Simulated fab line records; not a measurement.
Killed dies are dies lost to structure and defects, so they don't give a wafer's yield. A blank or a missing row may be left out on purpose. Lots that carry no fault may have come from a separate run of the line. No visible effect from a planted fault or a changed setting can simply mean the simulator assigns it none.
fab line records	flow nandHarc
[record] lots = 24	wafers = 72	lastDay = 33
route steps=1302 shown P_M0@282 P_M1@297 P_M2@332
lots that met no fault: taken from a fault-free run of the same line
startH: the number of hours between the record's first day and the start of the first shown wafer of the lot	waitH: time in hours since the lot's previous step	" repeats the value in the row above	L1.1+2: several wafers, shown together as one row	- value missing, or start not given	* or withheld: withheld	< > ~ a bound
route shown NAME@n: a module of which the file shows steps, and the number in the route of the first	usual: mean/standard deviation of fault-free wafers	same: alike in all rows	chamber/n: place in a boat	sites: the reading at each site	_std_site: standard deviation of those values	_edge_site: mean of outer sites minus mean of inner sites	radiusMm: for every site, how far away it sits from the centre of the wafer	mask NAME#n: copy n	behind: the most recent tool/chamber to have shaped the wafer	hold: why the lot went on hold/how many hours it stayed there/how the hold came to an end	device: the n, p or np transistor that did not switch	end of line: tests run on the same wafers once the route is complete	a step without rows: its recipe alone	killed: dies that structure and defects cost at the first sort, which is not the same as the wafer's yield	map: dies across one wafer; x = killed, . = not, _ = none there
set.NAME: the setting that was run; set.NAME@STEP: the one run at that earlier step	model.NAME: the simulator's own value behind a step, which no gauge read
steps of the route over a sample of lots; a table a step, a row a wafer
services: from which hour (startH, from the record's first day; less than 0 if before it) a tool's chamber was out of use, for how many hours, and why
[[steps]]
[step NHARC_P_M0_INSPECT_27]
[usual] rawDefectCount = 299/120
lot.wafer	tool	chamber	startH	waitH	rawDefectCount
L074.1	defectInspect-02	-	123.82	0.0	225
L074.5	"	-	"	"	272
L074.6	"	-	"	"	228
L075.2	defectInspect-01	-	139.09	0.0	108
L075.4	"	-	"	"	284
L075.5	"	-	"	"	305
L076.1	defectInspect-01	-	139.55	0.0	468
L076.2	"	-	"	"	258
L076.4	"	-	"	"	235
L077.3	defectInspect-02	-	154.41	0.0	209
L077.4	"	-	"	"	291
L077.5	"	-	"	"	486
L078.1	defectInspect-01	-	161.59	0.0	226
L078.3	"	-	"	"	341
L078.4	"	-	"	"	325
L079.1	defectInspect-02	-	177.83	0.0	291
L079.2	"	-	"	"	402
L079.3	"	-	"	"	300
L080.2	defectInspect-02	-	187.85	0.0	360
L080.3	"	-	"	"	289
L080.5	"	-	"	"	402
L081.3	defectInspect-02	-	199.88	0.0	731
L081.5	"	-	"	"	232
L081.6	"	-	"	"	398
L082.2	defectInspect-02	-	212.81	0.0	272
L082.4	"	-	"	"	255
L082.5	"	-	"	"	418
L083.2	defectInspect-01	-	220.10	0.0	286
L083.3	"	-	"	"	448
L083.6	"	-	"	"	359
L084.3	defectInspect-02	-	234.84	0.0	247
L084.5	"	-	"	"	276
L084.6	"	-	"	"	378
L086.2	defectInspect-01	-	242.63	0.0	215
L086.5	"	-	"	"	162
L086.6	"	-	"	"	232
L085.3	defectInspect-01	-	243.07	0.0	289
L085.4	"	-	"	"	142
L085.5	"	-	"	"	212
L087.3	defectInspect-02	-	254.34	0.0	160
L087.5	"	-	"	"	421
L087.6	"	-	"	"	247
L088.1	defectInspect-02	-	270.51	0.0	260
L088.3	"	-	"	"	305
L088.6	"	-	"	"	425
L089.1	defectInspect-02	-	281.21	0.0	276
L089.4	"	-	"	"	310
L089.5	"	-	"	"	369
L090.2	defectInspect-02	-	284.47	0.0	283
L090.3	"	-	"	"	456
L090.6	"	-	"	"	288
L091.3	defectInspect-01	-	297.68	0.0	490
L091.4	"	-	"	"	217
L091.5	"	-	"	"	229
L092.1	defectInspect-01	-	306.74	0.0	144
L092.2	"	-	"	"	205
L092.5	"	-	"	"	150
L093.1	defectInspect-01	-	307.26	0.0	130
L093.5	"	-	"	"	164
L093.6	"	-	"	"	127
L094.1	defectInspect-01	-	321.14	0.0	437
L094.2	"	-	"	"	238
L094.5	"	-	"	"	524
L095.2	defectInspect-02	-	331.72	0.0	385
L095.4	"	-	"	"	319
L095.5	"	-	"	"	542
L096.2	defectInspect-02	-	340.39	0.0	264
L096.3	"	-	"	"	198
L096.4	"	-	"	"	224
L097.2	defectInspect-02	-	355.49	0.0	391
L097.3	"	-	"	"	345
L097.6	"	-	"	"	338
[step NHARC_P_M1_INSPECT_11]
[usual] rawDefectCount = 4.8/2.7
lot.wafer	tool	chamber	startH	waitH	rawDefectCount
L074.1	defectInspect-02	-	125.38	0.0	5
L074.5	"	-	"	"	4
L074.6	"	-	"	"	6
L075.2	defectInspect-01	-	140.60	0.0	3
L075.4	"	-	"	"	4
L075.5	"	-	"	"	7
L076.1	defectInspect-02	-	141.15	0.0	5
L076.2	"	-	"	"	5
L076.4	"	-	"	"	3
L077.3	defectInspect-01	-	155.93	0.0	10
L077.4	"	-	"	"	4
L077.5	"	-	"	"	7
L078.1	defectInspect-01	-	163.23	0.0	5
L078.3	"	-	"	"	7
L078.4	"	-	"	"	5
L079.1	defectInspect-02	-	179.58	0.0	4
L079.2	"	-	"	"	9
L079.3	"	-	"	"	4
L080.2	defectInspect-01	-	189.27	0.0	5
L080.3	"	-	"	"	1
L080.5	"	-	"	"	4
L081.3	defectInspect-02	-	201.40	0.0	3
L081.5	"	-	"	"	2
L081.6	"	-	"	"	8
L082.2	defectInspect-01	-	214.24	0.0	1
L082.4	"	-	"	"	5
L082.5	"	-	"	"	2
L083.2	defectInspect-01	-	221.49	0.0	3
L083.3	"	-	"	"	1
L083.6	"	-	"	"	3
L084.3	defectInspect-02	-	236.36	0.0	2
L084.5	"	-	"	"	7
L084.6	"	-	"	"	3
L086.2	defectInspect-01	-	244.15	0.0	2
L086.5	"	-	"	"	4
L086.6	"	-	"	"	3
L085.3	defectInspect-01	-	244.59	0.0	2
L085.4	"	-	"	"	3
L085.5	"	-	"	"	4
L087.3	defectInspect-02	-	255.86	0.0	7
L087.5	"	-	"	"	4
L087.6	"	-	"	"	2
L088.1	defectInspect-01	-	272.03	0.0	6
L088.3	"	-	"	"	8
L088.6	"	-	"	"	4
L089.1	defectInspect-01	-	282.74	0.0	5
L089.4	"	-	"	"	4
L089.5	"	-	"	"	6
L090.2	defectInspect-02	-	286.00	0.0	5
L090.3	"	-	"	"	10
L090.6	"	-	"	"	8
L091.3	defectInspect-02	-	299.20	0.0	7
L091.4	"	-	"	"	12
L091.5	"	-	"	"	10
L092.1	defectInspect-02	-	308.10	0.0	6
L092.2	"	-	"	"	4
L092.5	"	-	"	"	3
L093.1	defectInspect-02	-	308.79	0.0	3
L093.5	"	-	"	"	3
L093.6	"	-	"	"	2
L094.1	defectInspect-02	-	322.67	0.0	6
L094.2	"	-	"	"	6
L094.5	"	-	"	"	6
L095.2	defectInspect-01	-	333.10	0.0	5
L095.4	"	-	"	"	9
L095.5	"	-	"	"	17
L096.2	defectInspect-02	-	342.03	0.0	5
L096.3	"	-	"	"	3
L096.4	"	-	"	"	4
L097.2	defectInspect-02	-	357.00	0.0	3
L097.3	"	-	"	"	7
L097.6	"	-	"	"	0
[step NHARC_P_M1_DEP_33]
[recipe] targetThkA = 300	tempC = 370	targetThkNm = 30	pressureTorr = 3	flowSccm = 200	rfW = 450	material = SiCN
[usual] heaterPowerW = 584/89
lot.wafer	tool	chamber	startH	waitH	heaterPowerW
L074.1	pecvd-03	1	128.35	0.1	565
L074.5	"	0	"	"	766
L074.6	"	1	"	"	552
L075.2	pecvd-03	1	143.44	0.1	551
L075.5	"	1	"	"	556
L075.4	"	0	"	"	724
L076.2	pecvd-03	0	144.03	0.1	748
L076.1	"	1	"	"	509
L076.4	"	0	"	"	730
L077.3	pecvd-01	2	158.75	0.1	457
L077.4	"	1	"	"	566
L077.5	"	2	"	"	439
L078.1	pecvd-01	0	166.05	0.1	633
L078.3	"	1	"	"	539
L078.4	"	2	"	"	436
L079.1	pecvd-03	0	182.35	0.1	719
L079.3	"	1	"	"	515
L079.2	"	2	"	"	550
L080.3	pecvd-04	2	192.10	0.1	599
L080.2	"	0	"	"	547
L080.5	"	0	"	"	543
L081.3	pecvd-01	2	204.35	0.1	493
L081.5	"	0	"	"	668
L081.6	"	1	"	"	505
L082.2	pecvd-04	0	217.12	0.1	527
L082.4	"	1	"	"	620
L082.5	"	0	"	"	528
L083.3	pecvd-01	0	224.37	0.1	652
L083.2	"	1	"	"	585
L083.6	"	0	"	"	677
L084.3	pecvd-04	2	239.19	0.1	517
L084.5	"	1	"	"	603
L084.6	"	2	"	"	509
L086.2	pecvd-01	0	246.97	0.1	668
L086.6	"	2	"	"	476
L086.5	"	1	"	"	577
L085.3	pecvd-03	2	247.37	0.1	581
L085.4	"	0	"	"	741
L085.5	"	1	"	"	535
L087.3	pecvd-03	2	258.71	0.1	611
L087.5	"	0	"	"	755
L087.6	"	2	"	"	618
L088.1	pecvd-01	2	275.14	0.1	472
L088.3	"	0	"	"	600
L088.6	"	0	"	"	615
L089.1	pecvd-04	1	285.58	0.1	559
L089.4	"	0	"	"	449
L089.5	"	1	"	"	562
L090.2	pecvd-01	1	289.26	0.1	597
L090.3	"	2	"	"	461
L090.6	"	1	"	"	572
L091.3	pecvd-03	1	302.24	0.1	558
L091.4	"	1	"	"	556
L091.5	"	2	"	"	596
L092.2	pecvd-03	1	311.08	0.1	563
L092.1	"	0	"	"	786
L092.5	"	1	"	"	564
L093.1	pecvd-03	1	311.73	0.1	561
L093.5	"	0	"	"	771
L093.6	"	1	"	"	561
L094.2	pecvd-03	1	325.45	0.1	537
L094.1	"	0	"	"	694
L094.5	"	0	"	"	661
L095.2	pecvd-01	2	335.94	0.1	455
L095.4	"	2	"	"	459
L095.5	"	0	"	"	514
L096.3	pecvd-03	2	344.81	0.1	560
L096.2	"	1	"	"	463
L096.4	"	1	"	"	467
L097.3	pecvd-04	0	359.89	0.1	513
L097.2	"	1	"	"	618
L097.6	"	0	"	"	500
[step NHARC_P_M2_ETCH_35]
[recipe] targetDepthA = 400	overetchA = 120	timeS = 43.94	ionEnergyEv = 200	n2FlowSccm = 150	h2FlowSccm = 150	arFlowSccm = 0	rfW = 400	biasW = 150	chemistry = N2/H2
[usual] drypumpMotorCurrentA = 5.7/0.57	oesProductAu = 0.996/0.012	rfVppV = 430.7/1.6	showerheadPlenumPTorr = 2.05/0.054	throttleValvePct = 14.173/0.01
lot.wafer	tool	chamber	startH	waitH	drypumpMotorCurrentA	oesProductAu	rfHoursCounterH	rfVppV	showerheadPlenumPTorr	throttleValvePct
L074.1	rieDiel-07	3	129.83	0.1	6.5	1.000	0.1	430.1	2.01	14.181
L074.6	"	3	"	"	6.5	1.003	-	428.1	2.01	14.170
L074.5	"	0	"	"	6.7	0.986	-	430.1	2.03	14.179
L075.2	rieDiel-10	3	144.85	0.1	4.8	0.986	3.0	433.5	2.12	14.171
L075.4	"	0	"	"	5.5	0.984	3.1	430.3	2.03	14.177
L075.5	"	2	"	"	5.5	0.983	-	430.5	2.04	14.169
L076.4	rieDiel-10	0	145.50	0.1	5.5	0.984	3.2	429.2	2.03	14.174
L076.1	"	2	"	"	5.6	0.992	3.1	429.2	2.04	14.176
L076.2	"	3	"	"	4.8	0.981	3.1	432.3	2.12	14.173
L077.3	rieDiel-05	0	160.13	0.1	5.4	0.989	7.3	431.1	2.06	14.173
L077.4	"	1	"	"	5.6	0.995	-	427.6	1.94	14.185
L077.5	"	0	"	"	5.4	0.989	-	431.8	2.06	14.179
L078.1	rieDiel-10	0	167.67	0.1	5.6	0.965	4.3	428.9	2.03	14.159
L078.3	"	1	"	"	6.4	0.976	4.5	432.8	2.09	14.183
L078.4	"	2	"	"	5.5	0.989	4.0	430.8	2.04	14.169
L079.1	rieDiel-10	0	183.89	0.1	5.5	0.972	4.8	431.4	2.03	14.188
L079.3	"	1	"	"	6.4	0.991	5.0	432.6	2.09	14.191
L079.2	"	3	"	"	4.7	0.992	4.2	430.6	2.12	14.173
L080.3	rieDiel-05	3	193.56	0.1	5.8	1.009	8.4	432.0	2.06	14.178
L080.2	"	2	"	"	5.2	0.985	9.6	431.6	2.07	14.175
L080.5	"	3	"	"	5.8	1.025	-	430.8	2.06	14.193
L081.3	rieDiel-07	3	205.65	0.1	6.5	1.007	3.8	429.7	2.01	14.176
L081.5	"	3	"	"	6.5	0.995	-	429.1	2.01	14.168
L081.6	"	0	"	"	6.7	0.989	-	430.3	2.03	14.164
L082.2	rieDiel-05	3	218.44	0.1	5.8	1.011	10.2	431.8	2.06	14.191
L082.4	"	0	"	"	5.4	0.990	10.0	431.6	2.06	14.145
L082.5	"	2	"	"	5.2	0.977	-	431.3	2.06	14.181
L083.3	rieDiel-10	2	225.72	0.1	5.5	0.985	5.8	431.7	2.04	14.183
L083.2	"	3	"	"	4.7	0.989	6.3	433.0	2.12	14.166
L083.6	"	2	"	"	5.5	0.988	-	429.6	2.04	14.176
L084.3	rieDiel-10	1	240.67	0.1	6.4	0.985	7.5	430.6	2.09	14.155
L084.6	"	3	"	"	4.7	0.983	-	431.1	2.12	14.183
L084.5	"	0	"	"	5.5	0.988	-	430.2	2.03	14.181
L086.2	rieDiel-05	1	248.45	0.1	5.6	1.001	0.7	427.5	1.93	14.176
L086.6	"	1	"	"	5.6	1.005	-	427.9	1.93	14.172
L086.5	"	2	"	"	5.2	0.982	-	430.6	2.06	14.178
L085.3	rieDiel-07	2	248.97	0.1	6.0	1.003	6.5	434.6	2.19	14.176
L085.4	"	3	"	"	6.5	1.011	5.9	432.2	2.00	14.161
L085.5	"	0	"	"	6.7	0.984	-	431.8	2.03	14.169
L087.3	rieDiel-10	2	260.03	0.1	5.5	1.006	0.1	430.1	2.04	14.179
L087.5	"	1	"	"	6.4	0.997	-	431.9	2.09	14.177
L087.6	"	2	"	"	5.5	1.012	-	430.4	2.04	14.176
L088.1	rieDiel-07	1	276.56	0.1	5.1	0.984	7.8	431.5	2.01	14.156
L088.3	"	2	"	"	6.0	0.999	8.7	433.4	2.19	14.173
L088.6	"	0	"	"	6.7	0.984	-	430.5	2.03	14.160
L089.1	rieDiel-05	2	287.04	0.1	5.2	0.987	3.6	431.8	2.06	14.151
L089.4	"	3	"	"	5.8	1.022	3.5	431.2	2.06	14.156
L089.5	"	1	"	"	5.6	1.004	-	427.9	1.93	14.180
L090.2	rieDiel-07	3	290.79	0.1	6.5	1.004	9.9	429.2	2.00	14.165
L090.3	"	2	"	"	6.0	0.994	10.7	434.3	2.19	14.164
L090.6	"	3	"	"	6.5	1.006	-	429.5	2.00	14.195
L091.4	rieDiel-07	3	303.72	0.1	6.5	1.013	0.0	429.6	2.00	14.159
L091.3	"	2	"	"	6.0	0.989	0.0	434.3	2.19	14.187
L091.5	"	0	"	"	6.7	1.014	-	429.8	2.02	14.184
L092.1	rieDiel-05	3	312.59	0.1	5.8	1.023	5.4	430.7	2.06	14.163
L092.2	"	1	"	"	5.6	1.003	5.2	427.8	1.93	14.169
L092.5	"	0	"	"	5.4	1.001	-	430.5	2.06	14.169
L093.1	rieDiel-05	3	313.20	0.1	5.8	1.013	5.4	429.8	2.06	14.173
L093.6	"	1	"	"	5.6	1.017	-	426.7	1.93	14.165
L093.5	"	2	"	"	5.2	0.999	-	430.7	2.06	14.156
L094.2	rieDiel-05	2	326.97	0.1	5.2	0.989	7.2	431.5	2.06	14.168
L094.1	"	0	"	"	5.4	0.992	5.0	429.4	2.06	14.173
L094.5	"	2	"	"	5.2	0.999	-	431.6	2.06	14.177
L095.2	rieDiel-10	2	337.31	0.1	5.6	1.003	5.1	431.0	2.04	14.162
L095.4	"	3	"	"	4.7	0.992	5.6	432.9	2.12	14.157
L095.5	"	1	"	"	6.4	0.975	-	433.2	2.08	14.184
L096.4	rieDiel-10	1	346.20	0.1	6.4	0.975	5.7	431.6	2.09	14.189
L096.2	"	2	"	"	5.6	1.000	5.8	430.1	2.04	14.165
L096.3	"	0	"	"	5.5	0.992	6.2	429.8	2.03	14.161
L097.2	rieDiel-05	2	361.36	0.1	5.2	0.997	8.5	432.5	2.06	14.191
L097.3	"	1	"	"	5.6	1.006	7.4	427.4	1.93	14.179
L097.6	"	3	"	"	5.8	1.006	-	431.7	2.06	14.181
[step NHARC_P_M2_DEGAS_29]
[recipe] tempC = 250	timeS = 60
[usual] heaterPowerW = 339/31
lot.wafer	tool	chamber	startH	waitH	heaterPowerW
L074.1	pvdSputter-03	-	130.77	-	370
L074.6	"	-	"	"	369
L074.5	"	-	"	"	281
L075.4	pvdSputter-02	-	145.77	-	362
L075.2	"	-	"	"	356
L075.5	"	-	"	"	365
L076.1	pvdSputter-01	-	146.43	-	331
L076.2	"	-	"	"	319
L076.4	"	-	"	"	343
L077.3	pvdSputter-03	-	161.07	-	296
L077.4	"	-	"	"	277
L077.5	"	-	"	"	300
L078.1	pvdSputter-02	-	168.59	-	403
L078.4	"	-	"	"	361
L078.3	"	-	"	"	365
L079.3	pvdSputter-01	-	184.89	-	322
L079.2	"	-	"	"	349
L079.1	"	-	"	"	324
L080.2	pvdSputter-01	-	194.50	-	344
L080.3	"	-	"	"	352
L080.5	"	-	"	"	326
L081.3	pvdSputter-03	-	206.58	-	283
L081.6	"	-	"	"	291
L081.5	"	-	"	"	311
L082.4	pvdSputter-02	-	219.40	-	360
L082.2	"	-	"	"	366
L082.5	"	-	"	"	397
L083.2	pvdSputter-03	-	226.67	-	357
L083.3	"	-	"	"	286
L083.6	"	-	"	"	369
L084.3	pvdSputter-03	-	241.60	-	372
L084.6	"	-	"	"	362
L084.5	"	-	"	"	289
L086.2	pvdSputter-03	-	249.40	-	361
L086.6	"	-	"	"	348
L086.5	"	-	"	"	375
L085.4	pvdSputter-01	-	249.91	-	311
L085.3	"	-	"	"	342
L085.5	"	-	"	"	347
L087.3	pvdSputter-03	-	260.99	-	373
L087.6	"	-	"	"	294
L087.5	"	-	"	"	340
L088.3	pvdSputter-01	-	277.51	-	342
L088.1	"	-	"	"	331
L088.6	"	-	"	"	347
L089.4	pvdSputter-01	-	288.46	-	342
L089.1	"	-	"	"	321
L089.5	"	-	"	"	355
L090.3	pvdSputter-03	-	291.72	-	302
L090.2	"	-	"	"	370
L090.6	"	-	"	"	297
L091.3	pvdSputter-01	-	304.65	-	320
L091.4	"	-	"	"	351
L091.5	"	-	"	"	340
L092.2	pvdSputter-03	-	313.53	-	290
L092.1	"	-	"	"	342
L092.5	"	-	"	"	286
L093.1	pvdSputter-02	-	314.14	-	395
L093.5	"	-	"	"	337
L093.6	"	-	"	"	355
L094.1	pvdSputter-02	-	327.92	-	345
L094.2	"	-	"	"	349
L094.5	"	-	"	"	398
L095.4	pvdSputter-03	-	338.25	-	358
L095.2	"	-	"	"	296
L095.5	"	-	"	"	346
L096.4	pvdSputter-03	-	347.13	-	343
L096.3	"	-	"	"	371
L096.2	"	-	"	"	286
L097.2	pvdSputter-03	-	362.30	-	347
L097.3	"	-	"	"	281
L097.6	"	-	"	"	354
[step NHARC_P_M2_ANNEAL_31]
[recipe] tempC = 225	timeS = 90
[usual] wafer_temp_C_max = 226.4/0.32
lot.wafer	tool	chamber	startH	waitH	wafer_temp_C_max
L074.1	rtpAnneal-02	0	131.52	-	226.6
L074.5	"	0	"	"	226.7
L074.6	"	0	"	"	226.3
L075.2	rtpAnneal-01	0	146.56	0.4	226.6
L075.4	"	0	"	"	225.9
L075.5	"	0	"	"	226.9
L076.1	rtpAnneal-01	0	147.17	0.3	226.3
L076.2	"	0	"	"	226.2
L076.4	"	0	"	"	226.4
L077.3	rtpAnneal-01	0	161.92	0.3	226.4
L077.4	"	0	"	"	226.4
L077.5	"	0	"	"	226.7
L078.1	rtpAnneal-01	0	169.34	0.3	226.5
L078.3	"	0	"	"	226.4
L078.4	"	0	"	"	226.2
L079.1	rtpAnneal-01	0	185.63	0.3	226.6
L079.2	"	0	"	"	226.7
L079.3	"	0	"	"	226.9
L080.2	rtpAnneal-02	0	195.30	0.4	226.6
L080.3	"	0	"	"	226.8
L080.5	"	0	"	"	226.3
L081.3	rtpAnneal-01	0	207.42	-	226.3
L081.5	"	0	"	"	226.3
L081.6	"	0	"	"	226.0
L082.2	rtpAnneal-02	0	220.17	-	226.0
L082.4	"	0	"	"	225.8
L082.5	"	0	"	"	226.2
L083.2	rtpAnneal-01	0	227.51	-	226.2
L083.3	"	0	"	"	226.1
L083.6	"	0	"	"	226.5
L084.3	rtpAnneal-01	0	242.43	-	226.5
L084.5	"	0	"	"	226.2
L084.6	"	0	"	"	226.5
L086.2	rtpAnneal-02	0	250.19	-	226.3
L086.5	"	0	"	"	226.5
L086.6	"	0	"	"	226.2
L085.3	rtpAnneal-02	0	250.74	-	226.2
L085.4	"	0	"	"	225.9
L085.5	"	0	"	"	226.3
L087.3	rtpAnneal-01	0	261.82	0.3	226.4
L087.5	"	0	"	"	226.2
L087.6	"	0	"	"	226.7
L088.1	rtpAnneal-01	0	278.67	0.3	227.7
L088.3	"	0	"	"	226.8
L088.6	"	0	"	"	226.8
L089.1	rtpAnneal-01	0	289.74	0.3	226.3
L089.4	"	0	"	"	226.4
L089.5	"	0	"	"	226.5
L090.2	rtpAnneal-01	0	293.17	-	226.5
L090.3	"	0	"	"	226.6
L090.6	"	0	"	"	226.8
L091.3	rtpAnneal-02	0	305.60	0.3	226.0
L091.4	"	0	"	"	225.7
L091.5	"	0	"	"	226.2
L092.1	rtpAnneal-02	0	314.42	-	226.1
L092.2	"	0	"	"	226.5
L092.5	"	0	"	"	226.3
L093.1	rtpAnneal-01	0	314.87	0.3	226.2
L093.5	"	0	"	"	226.1
L093.6	"	0	"	"	226.4
L094.1	rtpAnneal-02	0	328.66	0.3	226.4
L094.2	"	0	"	"	226.5
L094.5	"	0	"	"	226.4
L095.2	rtpAnneal-02	0	339.05	0.4	226.1
L095.4	"	0	"	"	226.3
L095.5	"	0	"	"	226.2
L096.2	rtpAnneal-02	0	347.92	-	226.4
L096.3	"	0	"	"	226.0
L096.4	"	0	"	"	225.4
L097.2	rtpAnneal-01	0	363.08	-	226.2
L097.3	"	0	"	"	226.4
L097.6	"	0	"	"	226.2
[[services]]
tool	chamber	startH	hours	kind
rieDiel-07	-	117.22	9.0	pm
pecvd-01	1	119.52	16.4	repair
rieDiel-05	3	123.40	7.5	repair
pecvd-01	-	130.12	13.0	pm
rieDiel-05	2	155.53	7.6	repair
pvdSputter-01	-	156.94	2.0	repair
pvdSputter-03	-	170.03	10.0	pm
rieDiel-10	2	181.87	9.0	repair
pecvd-03	-	185.43	13.0	pm
pvdSputter-03	-	198.86	4.8	repair
rieDiel-10	0	207.71	4.6	repair
pecvd-03	-	209.55	0.5	repair
pvdSputter-01	-	226.00	10.0	pm
rieDiel-05	-	229.60	9.0	pm
rieDiel-10	-	242.50	9.0	pm
rieDiel-05	-	289.06	3.4	repair
pvdSputter-03	-	290.47	0.6	repair
rieDiel-07	-	294.22	9.0	pm
pecvd-01	2	308.65	4.2	repair
pecvd-01	-	311.45	13.0	pm
rieDiel-07	2	322.94	11.5	repair
pvdSputter-03	-	344.22	1.5	repair
pvdSputter-03	-	348.03	10.0	pm
rieDiel-05	1	361.85	1.8	repair
[[key]]
fault none
